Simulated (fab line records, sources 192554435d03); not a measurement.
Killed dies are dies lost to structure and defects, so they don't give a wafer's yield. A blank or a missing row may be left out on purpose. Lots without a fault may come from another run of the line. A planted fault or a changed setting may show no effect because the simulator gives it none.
Which tool did it? | flow n5_finfet | 12 lots, 36 wafers sampled, at 1 step of a route of 1938

WHAT THE GAUGES READ, wafer by wafer
N5_BEOL_M5_INSPECT_30: inspects for defects (brightfield).
lot  | measured     | on                | raw_defect_count
L075 | day 8 07:34  | defect_inspect-02 | 360 457 479
L076 | day 8 18:46  | defect_inspect-02 | 533 427 264
L079 | day 9 11:50  | defect_inspect-01 | 347 327 306
L081 | day 9 22:47  | defect_inspect-02 | 421 474 377
L083 | day 10 05:19 | defect_inspect-02 | 484 346 285
L085 | day 11 00:12 | defect_inspect-02 | 356 516 375
L087 | day 11 21:05 | defect_inspect-02 | 555 554 437
L089 | day 12 04:14 | defect_inspect-01 | 472 368 225
L090 | day 12 07:18 | defect_inspect-01 | 415 426 401
L093 | day 13 01:35 | defect_inspect-02 | 561 244 419
L096 | day 13 13:08 | defect_inspect-01 | 452 422 453
L097 | day 13 22:28 | defect_inspect-01 | 277 400 347

WHICH TOOL RAN EACH LOT (tool, then ch and the chambers of the sampled wafers, then the start)
The record holds no process step before these readings.

THE ANSWER, worked out from the rows above alone
Rule: what is usual is taken from the lots themselves. Put in order of their means at a reading, lots are off if they are a third of the lots or fewer, leave a main group of 4 or more, and stand apart from it by a gap of 3 or more times the standard deviation of the main group's means; of several such gaps the widest counts. A main group whose means are all the same, to the digits that the tables above print for the reading, isn't used. A lot without any number at a reading at which 4 lots or more have one is off too. The other lots that the step has rows for count as sound.
No lot is off at any reading shown: from this, nothing can be told.

WHAT THE SIMULATOR HAD PUT IN
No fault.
